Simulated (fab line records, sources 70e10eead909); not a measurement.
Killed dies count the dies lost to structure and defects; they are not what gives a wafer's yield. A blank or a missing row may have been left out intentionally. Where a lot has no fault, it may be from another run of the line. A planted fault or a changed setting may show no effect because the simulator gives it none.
Chamber matching || flow nand_harc || 4 sister chambers for NHARC_P_GATE_DESCUM_31 on rie_diel-01
The step chemistry O2, time 3 s. 20 wafers are shown with their chamber, then 10 later ones without.

WAFERS WITH THEIR CHAMBER
{"wafer": "L074.3", "chamber": 0, "drypump_motor_current_A (A)": 6.4, "throttle_valve_pct (%)": 11.316, "rf_vpp_V (V)": 56.6}
{"wafer": "L074.5", "chamber": 2, "drypump_motor_current_A (A)": 5.7, "throttle_valve_pct (%)": 11.312, "rf_vpp_V (V)": 58.5}
{"wafer": "L074.6", "chamber": 1, "drypump_motor_current_A (A)": 6.0, "throttle_valve_pct (%)": 11.311, "rf_vpp_V (V)": 57.2}
{"wafer": "L080.4", "chamber": 0, "drypump_motor_current_A (A)": 6.4, "throttle_valve_pct (%)": 11.323, "rf_vpp_V (V)": 57.6}
{"wafer": "L080.5", "chamber": 2, "drypump_motor_current_A (A)": 5.8, "throttle_valve_pct (%)": 11.297, "rf_vpp_V (V)": 58.8}
{"wafer": "L080.6", "chamber": 1, "drypump_motor_current_A (A)": 6.0, "throttle_valve_pct (%)": 11.305, "rf_vpp_V (V)": 57.3}
{"wafer": "L082.4", "chamber": 2, "drypump_motor_current_A (A)": 5.7, "throttle_valve_pct (%)": 11.316, "rf_vpp_V (V)": 58.2}
{"wafer": "L082.5", "chamber": 3, "drypump_motor_current_A (A)": 5.9, "throttle_valve_pct (%)": 11.325, "rf_vpp_V (V)": 57.6}
{"wafer": "L082.6", "chamber": 2, "drypump_motor_current_A (A)": 5.7, "throttle_valve_pct (%)": 11.293, "rf_vpp_V (V)": 58.5}
{"wafer": "L083.3", "chamber": 2, "drypump_motor_current_A (A)": 5.8, "throttle_valve_pct (%)": 11.313, "rf_vpp_V (V)": 59.3}
{"wafer": "L083.5", "chamber": 2, "drypump_motor_current_A (A)": 5.7, "throttle_valve_pct (%)": 11.299, "rf_vpp_V (V)": 58.7}
{"wafer": "L083.6", "chamber": 3, "drypump_motor_current_A (A)": 5.8, "throttle_valve_pct (%)": 11.323, "rf_vpp_V (V)": 57.3}
{"wafer": "L084.2", "chamber": 1, "drypump_motor_current_A (A)": 6.0, "throttle_valve_pct (%)": 11.311, "rf_vpp_V (V)": 57.3}
{"wafer": "L084.3", "chamber": 0, "drypump_motor_current_A (A)": 6.4, "throttle_valve_pct (%)": 11.322, "rf_vpp_V (V)": 58.7}
{"wafer": "L084.6", "chamber": 0, "drypump_motor_current_A (A)": 6.4, "throttle_valve_pct (%)": 11.304, "rf_vpp_V (V)": 56.9}
{"wafer": "L088.1", "chamber": 0, "drypump_motor_current_A (A)": 6.4, "throttle_valve_pct (%)": 11.313, "rf_vpp_V (V)": 57.9}
{"wafer": "L088.2", "chamber": 3, "drypump_motor_current_A (A)": 5.8, "throttle_valve_pct (%)": 11.323, "rf_vpp_V (V)": 58.0}
{"wafer": "L088.4", "chamber": 2, "drypump_motor_current_A (A)": 5.7, "throttle_valve_pct (%)": 11.309, "rf_vpp_V (V)": 57.7}
{"wafer": "L089.2", "chamber": 0, "drypump_motor_current_A (A)": 6.4, "throttle_valve_pct (%)": 11.297, "rf_vpp_V (V)": 57.7}
{"wafer": "L089.3", "chamber": 2, "drypump_motor_current_A (A)": 5.7, "throttle_valve_pct (%)": 11.303, "rf_vpp_V (V)": 57.9}

SIGNATURES (means of the wafers above)
{"reading": "drypump_motor_current_A", "chamber 0": 6.400, "chamber 1": 6.000, "chamber 2": 5.725, "chamber 3": 5.833, "scatter within a chamber": 0.0368}
{"reading": "throttle_valve_pct", "chamber 0": 11.31250, "chamber 1": 11.30900, "chamber 2": 11.30525, "chamber 3": 11.32367, "scatter within a chamber": 0.0081}
{"reading": "rf_vpp_V", "chamber 0": 57.567, "chamber 1": 57.267, "chamber 2": 58.450, "chamber 3": 57.633, "scatter within a chamber": 0.553}
Rule: distance of a wafer from a chamber = root of the sum over the readings of ((wafer's reading minus chamber's mean) / reading's scatter) squared. The wafer belongs to the nearest chamber; if the next one is less than 2 further off, it can't be placed. The scatter: take each reading less its chamber's mean, square it, sum over the shown wafers, divide by the number of wafers less the number of chambers, and take the root.

WAFERS WHOSE CHAMBER IS MISSING
{"wafer": "L089.6", "drypump_motor_current_A (A)": 5.7, "throttle_valve_pct (%)": 11.314, "rf_vpp_V (V)": 57.8}
{"wafer": "L093.1", "drypump_motor_current_A (A)": 5.7, "throttle_valve_pct (%)": 11.310, "rf_vpp_V (V)": 58.8}
{"wafer": "L093.4", "drypump_motor_current_A (A)": 6.4, "throttle_valve_pct (%)": 11.312, "rf_vpp_V (V)": 58.0}
{"wafer": "L093.5", "drypump_motor_current_A (A)": 5.7, "throttle_valve_pct (%)": 11.313, "rf_vpp_V (V)": 59.1}
{"wafer": "L094.1", "drypump_motor_current_A (A)": 6.4, "throttle_valve_pct (%)": 11.324, "rf_vpp_V (V)": 56.6}
{"wafer": "L094.3", "drypump_motor_current_A (A)": 5.7, "throttle_valve_pct (%)": 11.294, "rf_vpp_V (V)": 58.3}
{"wafer": "L094.5", "drypump_motor_current_A (A)": 5.9, "throttle_valve_pct (%)": 11.300, "rf_vpp_V (V)": 57.9}
{"wafer": "L095.2", "drypump_motor_current_A (A)": 5.7, "throttle_valve_pct (%)": 11.313, "rf_vpp_V (V)": 58.6}
{"wafer": "L095.4", "drypump_motor_current_A (A)": 5.9, "throttle_valve_pct (%)": 11.306, "rf_vpp_V (V)": 59.4}
{"wafer": "L095.5", "drypump_motor_current_A (A)": 5.8, "throttle_valve_pct (%)": 11.320, "rf_vpp_V (V)": 57.8}

THE CHAMBER EACH PASSED THROUGH
{"wafer": "L089.6", "from the rows above": 2, "in truth": 2}
{"wafer": "L093.1", "from the rows above": 2, "in truth": 2}
{"wafer": "L093.4", "from the rows above": 0, "in truth": 0}
{"wafer": "L093.5", "from the rows above": 2, "in truth": 2}
{"wafer": "L094.1", "from the rows above": 0, "in truth": 0}
{"wafer": "L094.3", "from the rows above": 2, "in truth": 2}
{"wafer": "L094.5", "from the rows above": "can't be placed: 1 or 3 or 2", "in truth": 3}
{"wafer": "L095.2", "from the rows above": 2, "in truth": 2}
{"wafer": "L095.4", "from the rows above": "can't be placed: 3 or 1 or 2", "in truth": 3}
{"wafer": "L095.5", "from the rows above": "can't be placed: 3 or 2", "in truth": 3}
Correctly placed: 7 of 10. From these rows, 3 cannot be placed; in 3 the true chamber is one of the candidates. Placed wrongly: 0.
